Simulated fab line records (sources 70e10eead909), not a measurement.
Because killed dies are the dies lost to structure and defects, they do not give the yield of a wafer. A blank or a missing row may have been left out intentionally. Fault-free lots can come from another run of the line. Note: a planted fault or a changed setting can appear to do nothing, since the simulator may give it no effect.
fab line records | flow nandHarc
record lots=7 | wafers=21 | lastDay=32
route steps=1302 shown A_ZERO_WELL@412 A_SOURCE_PLATE@413 A_ONON_D1@424 END@1302
lots with no fault: from the same line, run without faults
startH: the number of hours between the record's first day and the start of the first shown wafer of the lot | waitH: time in hours since the lot's previous step | " same as the row above | L1.1+2: a single row standing in for several wafers | - no value, or no start was given | * or withheld: withheld | < > ~ a bound
route shown NAME@n: NAME is a module with steps in the file, n the number in the route of the first one | usual: the fault-free wafers' mean and standard deviation | same: alike in all rows | chamber/n: place in a boat | sites: each site's reading | _std_site: the standard deviation of these | _edge_site: inner sites' mean taken away from outer sites' mean | radiusMm: how far each site lies from the wafer's centre | mask NAME#n: copy n | behind: the most recent tool/chamber to have shaped the wafer | hold: what put the lot on hold/how long, in hours/how the hold closed | device: whichever transistor did not switch (one of n, p or np) | end of line: tests run on the same wafers once the route is complete | where a step has no rows: the recipe by itself | killed: count of dies lost to structure and defects at first sort (not the wafer's yield) | map: per-die view of a wafer (x killed, . not killed, _ where there is no die)
set.NAME: the setting the step ran with; set.NAME@STEP: the setting that earlier step ran with | model.NAME: the simulator's own value behind a step, which no gauge read
lots at some steps of the route; a table a step, a row a wafer
services: when a tool's chamber went out of use (startH, in hours from the record's first day, below 0 if earlier), for how many hours, and the reason
## steps
# step NHARC_A_ZERO_WELL_INSPECT_17
# usual rawDefectCount=11/6.1
lot.wafer | tool             | chamber | startH | waitH | rawDefectCount
L797.1    | defectInspect-02 | -       | 147.64 | 0.2   | 20
L797.2    | "                | -       | "      | "     | 12
L797.5    | "                | -       | "      | "     | 25
L805.1    | defectInspect-01 | -       | 238.35 | 0.2   | 10
L805.2    | "                | -       | "      | "     | 9
L805.5    | "                | -       | "      | "     | 15
L807.1    | defectInspect-01 | -       | 246.26 | 0.2   | 13
L807.3    | "                | -       | "      | "     | 21
L807.4    | "                | -       | "      | "     | 14
L809.1    | defectInspect-02 | -       | 267.74 | 0.2   | 6
L809.2    | "                | -       | "      | "     | 11
L809.4    | "                | -       | "      | "     | 8
L814.2    | defectInspect-01 | -       | 315.95 | 0.1   | 6
L814.4    | "                | -       | "      | "     | 18
L814.6    | "                | -       | "      | "     | 8
L815.1    | defectInspect-01 | -       | 335.74 | 0.2   | 14
L815.2    | "                | -       | "      | "     | 12
L815.3    | "                | -       | "      | "     | 14
L816.4    | defectInspect-02 | -       | 340.16 | 0.1   | 5
L816.5    | "                | -       | "      | "     | 6
L816.6    | "                | -       | "      | "     | 14
# step NHARC_A_SOURCE_PLATE_PRECLEAN_00
# recipe timeS=60 | chemistry=HF-LAST
# step NHARC_A_SOURCE_PLATE_SRD_01
# step NHARC_A_SOURCE_PLATE_OXIDE_02
# recipe targetThkA=100 | tempC=900 | oxTimeS=1362 | material=SiO2
# step NHARC_A_SOURCE_PLATE_THK_MEAS_09
# recipe thkMeasGauge=ellipsometry
# usual thkNm=9.8/1
lot.wafer | tool         | chamber | startH | waitH | thkNm
L797.1    | filmMetro-01 | -       | 156.51 | 0.4   | 10.9
L797.2    | "            | -       | "      | "     | 8.2
L797.5    | "            | -       | "      | "     | 8.2
L805.1    | filmMetro-02 | -       | 246.66 | 0.4   | 9.7
L805.2    | "            | -       | "      | "     | 11.0
L805.5    | "            | -       | "      | "     | 10.1
L807.1    | filmMetro-01 | -       | 253.14 | 0.4   | 9.7
L807.3    | "            | -       | "      | "     | 11.4
L807.4    | "            | -       | "      | "     | 9.5
L809.1    | filmMetro-01 | -       | 275.07 | 0.4   | 11.1
L809.2    | "            | -       | "      | "     | 11.7
L809.4    | "            | -       | "      | "     | 8.1
L814.2    | filmMetro-01 | -       | 323.20 | 0.4   | 10.6
L814.4    | "            | -       | "      | "     | 10.5
L814.6    | "            | -       | "      | "     | 7.2
L815.1    | filmMetro-01 | -       | 343.05 | 0.4   | 10.8
L815.2    | "            | -       | "      | "     | 9.3
L815.3    | "            | -       | "      | "     | 8.6
L816.4    | filmMetro-02 | -       | 347.47 | 0.4   | 10.0
L816.5    | "            | -       | "      | "     | 10.2
L816.6    | "            | -       | "      | "     | 8.9
# step NHARC_A_SOURCE_PLATE_PVD_04
# recipe targetThkA=500 | material=WSi2
# step NHARC_A_SOURCE_PLATE_CVD_03
# recipe targetThkA=2000 | tempC=620 | pressureMtorr=200 | timeS=4000 | material=poly-Si
# step NHARC_A_SOURCE_PLATE_ANNEAL_05
# recipe tempC=850 | timeS=1800
# step NHARC_A_SOURCE_PLATE_THK_MEAS_06
# recipe thkMeasGauge=ellipsometry
# usual thkNm=200.5/2.3
lot.wafer | tool         | chamber | startH | waitH | thkNm
L797.1    | filmMetro-02 | -       | 172.22 | 0.4   | 197.2
L797.2    | "            | -       | "      | "     | 196.5
L797.5    | "            | -       | "      | "     | 196.0
L805.1    | filmMetro-02 | -       | 259.55 | 0.4   | 203.6
L805.2    | "            | -       | "      | "     | 203.8
L805.5    | "            | -       | "      | "     | 202.2
L807.1    | filmMetro-01 | -       | 265.85 | 0.4   | 197.4
L807.3    | "            | -       | "      | "     | 197.8
L807.4    | "            | -       | "      | "     | 196.2
L809.1    | filmMetro-02 | -       | 287.57 | 0.4   | 199.8
L809.2    | "            | -       | "      | "     | 200.5
L809.4    | "            | -       | "      | "     | 201.4
L814.2    | filmMetro-01 | -       | 336.04 | 0.4   | 202.7
L814.4    | "            | -       | "      | "     | 202.0
L814.6    | "            | -       | "      | "     | 203.6
L815.1    | filmMetro-01 | -       | 355.50 | 0.4   | 199.2
L815.2    | "            | -       | "      | "     | 203.9
L815.3    | "            | -       | "      | "     | 197.4
L816.4    | filmMetro-02 | -       | 360.34 | 0.4   | 202.0
L816.5    | "            | -       | "      | "     | 201.7
L816.6    | "            | -       | "      | "     | 200.0
# step NHARC_A_SOURCE_PLATE_INSPECT_08
# usual rawDefectCount=54/22
lot.wafer | tool             | chamber | startH | waitH | rawDefectCount
L797.1    | defectInspect-01 | -       | 172.32 | 0.0   | 53
L797.2    | "                | -       | "      | "     | 47
L797.5    | "                | -       | "      | "     | 35
L805.1    | defectInspect-01 | -       | 259.62 | 0.0   | 60
L805.2    | "                | -       | "      | "     | 91
L805.5    | "                | -       | "      | "     | 72
L807.1    | defectInspect-02 | -       | 265.95 | 0.0   | 60
L807.3    | "                | -       | "      | "     | 60
L807.4    | "                | -       | "      | "     | 117
L809.1    | defectInspect-02 | -       | 287.67 | 0.0   | 75
L809.2    | "                | -       | "      | "     | 64
L809.4    | "                | -       | "      | "     | 47
L814.2    | defectInspect-02 | -       | 336.10 | 0.0   | 56
L814.4    | "                | -       | "      | "     | 69
L814.6    | "                | -       | "      | "     | 48
L815.1    | defectInspect-01 | -       | 355.58 | 0.0   | 51
L815.2    | "                | -       | "      | "     | 46
L815.3    | "                | -       | "      | "     | 43
L816.4    | defectInspect-02 | -       | 360.41 | 0.0   | 27
L816.5    | "                | -       | "      | "     | 76
L816.6    | "                | -       | "      | "     | 72
# step NHARC_A_ONON_D1_DEP_00
# recipe targetThkA=10000 | n2FlowSccm=2750 | n2oFlowSccm=2000 | nh3FlowSccm=500 | sih4FlowSccm=210 | tempC=400
# usual sih4FlowSccm=210.1/0.57
lot.wafer | tool         | chamber | startH | waitH | sih4FlowSccm
L797.1    | pecvdOnon-04 | 0       | 172.39 | 0.1   | 210.7
L797.2    | "            | 0       | "      | "     | 210.2
L797.5    | "            | 0       | "      | "     | 210.6
L805.1    | pecvdOnon-04 | 0       | 259.69 | 0.1   | 209.5
L805.2    | "            | 0       | "      | "     | 209.6
L805.5    | "            | 0       | "      | "     | 208.9
L807.1    | pecvdOnon-03 | 0       | 266.02 | 0.1   | 208.9
L807.3    | "            | 0       | "      | "     | 209.1
L807.4    | "            | 0       | "      | "     | 209.8
L809.1    | pecvdOnon-01 | 0       | 287.74 | 0.1   | 210.2
L809.2    | "            | 0       | "      | "     | 210.3
L809.4    | "            | 0       | "      | "     | 209.7
L814.2    | pecvdOnon-04 | 0       | 336.23 | 0.1   | 211.0
L814.4    | "            | 0       | "      | "     | 210.2
L814.6    | "            | 0       | "      | "     | 209.5
L815.1    | pecvdOnon-04 | 0       | 355.65 | 0.1   | 209.3
L815.2    | "            | 0       | "      | "     | 210.3
L815.3    | "            | 0       | "      | "     | 209.0
L816.4    | pecvdOnon-04 | 0       | 360.65 | 0.2   | 210.4
L816.5    | "            | 0       | "      | "     | 210.8
L816.6    | "            | 0       | "      | "     | 210.6
# step NHARC_A_ONON_D1_THK_MEAS_02
# recipe thkMeasGauge=ellipsometry
# usual thkNm=1000/9.4
lot.wafer | tool         | chamber | startH | waitH | thkNm
L797.1    | filmMetro-02 | -       | 172.90 | -     | 1001
L797.2    | "            | -       | "      | "     | 1000
L797.5    | "            | -       | "      | "     | 998
L805.1    | filmMetro-02 | -       | 260.19 | -     | 996
L805.2    | "            | -       | "      | "     | 997
L805.5    | "            | -       | "      | "     | 996
L807.1    | filmMetro-01 | -       | 266.53 | -     | 1009
L807.3    | "            | -       | "      | "     | 1008
L807.4    | "            | -       | "      | "     | 1010
L809.1    | filmMetro-02 | -       | 288.26 | -     | 1007
L809.2    | "            | -       | "      | "     | 1007
L809.4    | "            | -       | "      | "     | 1008
L814.2    | filmMetro-01 | -       | 336.68 | -     | 1022
L814.4    | "            | -       | "      | "     | 1491
L814.6    | "            | -       | "      | "     | 1490
L815.1    | filmMetro-02 | -       | 356.16 | -     | 1011
L815.2    | "            | -       | "      | "     | 1008
L815.3    | "            | -       | "      | "     | 1478
L816.4    | filmMetro-02 | -       | 360.98 | -     | 1466
L816.5    | "            | -       | "      | "     | 997
L816.6    | "            | -       | "      | "     | 1467
# step NHARC_A_ONON_D1_DEP_03
# recipe targetThkA=10000 | n2FlowSccm=2750 | n2oFlowSccm=2000 | nh3FlowSccm=500 | sih4FlowSccm=210 | tempC=400
# step NHARC_END_SORT_01
# recipe tempC=25
# usual killedAtArray=54/21 | killedAtOther=1.0/1.2 | killedAtPeriphery=3.6/2.6 | killedDies=58/20 | killedOpen=3.3/1.9 | killedShort=2.6/1.5
# same grossDies=677
lot.wafer | tool      | chamber | startH | waitH | killedAtArray | killedAtOther | killedAtPeriphery | killedDies | killedOpen | killedShort
L814.4    | prober-02 | 0       | 742.93 | 3.4   | 673           | 3             | 1                 | 677        | 3          | 1
L814.6    | prober-02 | 0       | 744.53 | 4.0   | 675           | 0             | 2                 | 677        | 5          | 2
L815.3    | prober-01 | 0       | 764.34 | 3.0   | 673           | 0             | 4                 | 677        | 0          | 3
L816.4    | prober-02 | 0       | 767.39 | 3.4   | 677           | 0             | 0                 | 677        | 6          | 2
L816.6    | prober-02 | 0       | 768.99 | 4.0   | 673           | 2             | 2                 | 677        | 4          | 0
# killed by level:class
L814.4 A_ONON_D1:areaDep=611 A_CHANNEL_HOLE_D2:chamberFilmFlake=32 A_SLIT:chamberFilmFlake=17 A_ZERO_WELL:chamberFilmFlake=5 A_CHANNEL_HOLE_D1:chamberFilmFlake=4 THIN_TSV:chamberFilmFlake=3 P_CONTACT:geometricParticle:open=1 A_ONON_D2:geometricParticle:short=1
L814.6 A_ONON_D1:areaDep=638 A_SLIT:chamberFilmFlake=16 A_CHANNEL_HOLE_D2:chamberFilmFlake=7 A_CHANNEL_HOLE_D1:chamberFilmFlake=6 A_CHANNEL_FILL_D2:geometricParticle:short=2 P_CONTACT:geometricParticle:open=1 P_M0:geometricParticle:open=1 A_CHANNEL_HOLE_D1:geometricParticle:open=1
L815.3 A_ONON_D1:areaDep=591 A_CHANNEL_HOLE_D1:chamberFilmFlake=39 A_CHANNEL_HOLE_D2:chamberFilmFlake=24 A_SLIT:chamberFilmFlake=7 P_GATE:chamberFilmFlake=3 A_M1:chamberFilmFlake=2 A_WL_FILL:chamberFilmFlake=2 A_CHANNEL_FILL_D1:geometricParticle:short=1
L816.4 A_ONON_D1:areaDep=610 A_SLIT:chamberFilmFlake=34 A_CONTACT:chamberFilmFlake=13 A_CHANNEL_HOLE_D1:chamberFilmFlake=10 A_CHANNEL_FILL_D2:geometricParticle:open=2 A_ONON_D1:geometricParticle:open=1 A_ONON_D2:geometricParticle:open=1 A_CHANNEL_HOLE_D2:geometricParticle:open=1
L816.6 A_ONON_D1:areaDep=623 A_SLIT:chamberFilmFlake=19 A_CHANNEL_HOLE_D1:chamberFilmFlake=11 A_CONTACT:chamberFilmFlake=10 THIN_TSV:chamberFilmFlake=2 A_SOURCE_PLATE:geometricParticle:open=1 A_CHANNEL_HOLE_D1:geometricParticle:open=1 A_ONON_D2:geometricParticle:open=1
# map L814.4 (x killed, . not)
____________x____________
_________xxxxxxx_________
_______xxxxxxxxxxx_______
______xxxxxxxxxxxxx______
_____xxxxxxxxxxxxxxx_____
____xxxxxxxxxxxxxxxxx____
____xxxxxxxxxxxxxxxxx____
___xxxxxxxxxxxxxxxxxxx___
___xxxxxxxxxxxxxxxxxxx___
__xxxxxxxxxxxxxxxxxxxxx__
__xxxxxxxxxxxxxxxxxxxxx__
_xxxxxxxxxxxxxxxxxxxxxxx_
_xxxxxxxxxxxxxxxxxxxxxxx_
_xxxxxxxxxxxxxxxxxxxxxxx_
_xxxxxxxxxxxxxxxxxxxxxxx_
_xxxxxxxxxxxxxxxxxxxxxxx_
xxxxxxxxxxxxxxxxxxxxxxxxx
xxxxxxxxxxxxxxxxxxxxxxxxx
xxxxxxxxxxxxxxxxxxxxxxxxx
xxxxxxxxxxxxxxxxxxxxxxxxx
xxxxxxxxxxxxxxxxxxxxxxxxx
_xxxxxxxxxxxxxxxxxxxxxxx_
_xxxxxxxxxxxxxxxxxxxxxxx_
_xxxxxxxxxxxxxxxxxxxxxxx_
_xxxxxxxxxxxxxxxxxxxxxxx_
_xxxxxxxxxxxxxxxxxxxxxxx_
__xxxxxxxxxxxxxxxxxxxxx__
__xxxxxxxxxxxxxxxxxxxxx__
___xxxxxxxxxxxxxxxxxxx___
___xxxxxxxxxxxxxxxxxxx___
____xxxxxxxxxxxxxxxxx____
____xxxxxxxxxxxxxxxxx____
_____xxxxxxxxxxxxxxx_____
______xxxxxxxxxxxxx______
_______xxxxxxxxxxx_______
_________xxxxxxx_________
____________x____________
# map L815.3 (x killed, . not)
____________x____________
_________xxxxxxx_________
_______xxxxxxxxxxx_______
______xxxxxxxxxxxxx______
_____xxxxxxxxxxxxxxx_____
____xxxxxxxxxxxxxxxxx____
____xxxxxxxxxxxxxxxxx____
___xxxxxxxxxxxxxxxxxxx___
___xxxxxxxxxxxxxxxxxxx___
__xxxxxxxxxxxxxxxxxxxxx__
__xxxxxxxxxxxxxxxxxxxxx__
_xxxxxxxxxxxxxxxxxxxxxxx_
_xxxxxxxxxxxxxxxxxxxxxxx_
_xxxxxxxxxxxxxxxxxxxxxxx_
_xxxxxxxxxxxxxxxxxxxxxxx_
_xxxxxxxxxxxxxxxxxxxxxxx_
xxxxxxxxxxxxxxxxxxxxxxxxx
xxxxxxxxxxxxxxxxxxxxxxxxx
xxxxxxxxxxxxxxxxxxxxxxxxx
xxxxxxxxxxxxxxxxxxxxxxxxx
xxxxxxxxxxxxxxxxxxxxxxxxx
_xxxxxxxxxxxxxxxxxxxxxxx_
_xxxxxxxxxxxxxxxxxxxxxxx_
_xxxxxxxxxxxxxxxxxxxxxxx_
_xxxxxxxxxxxxxxxxxxxxxxx_
_xxxxxxxxxxxxxxxxxxxxxxx_
__xxxxxxxxxxxxxxxxxxxxx__
__xxxxxxxxxxxxxxxxxxxxx__
___xxxxxxxxxxxxxxxxxxx___
___xxxxxxxxxxxxxxxxxxx___
____xxxxxxxxxxxxxxxxx____
____xxxxxxxxxxxxxxxxx____
_____xxxxxxxxxxxxxxx_____
______xxxxxxxxxxxxx______
_______xxxxxxxxxxx_______
_________xxxxxxx_________
____________x____________
## services
tool         | chamber | startH | hours | kind
pecvdOnon-03 | -       | 227.19 | 13.0  | pm
pecvdOnon-01 | -       | 269.27 | 13.0  | pm
pecvdOnon-04 | -       | 311.00 | 13.0  | pm
## key
firstSign step=NHARC_A_ONON_D1_THK_MEAS_02 | reading=thkNm | direction=up | sigmas=51 | usual=1000 | struck=1478
effect step=NHARC_END_SORT_01 | reading=killedDies | direction=up | sigmas=30 | usual=58 | struck=677
moreKillsBornAt NHARC_A_ONON_D1_DEP_00@pecvdOnon-04=3073
metAt NHARC_A_ONON_D1_DEP_00
struckWafers L814.4,L814.6,L815.3,L816.4,L816.6
laterRowsLeftOut L814.4,L814.6,L815.3,L816.4,L816.6
testerLeftOut L814,L815,L816
onsetBetween 259.69 336.23
fault kind=processParameterDrift | tool=pecvdOnon-04 | chamber=- | onsetH=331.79 | steps=NHARC_A_ONON_D1_DEP_00 | channel=targetThkA | offset=* | shape=step | endH=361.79 | scope=struckWafersOnly | actsIn=* | stated=*
# testerLeftOut: of these lots the tester's yield and bins aren't shown, on N5 and GAA mostly nor the transistor test; their killed dies are dies lost to structure and defects alone, not to doping, threshold or leakage, so they don't give the yield
# laterRowsLeftOut: the simulator's readings of these wafers behind a module that went badly wrong aren't trusted and aren't shown, but for the sort
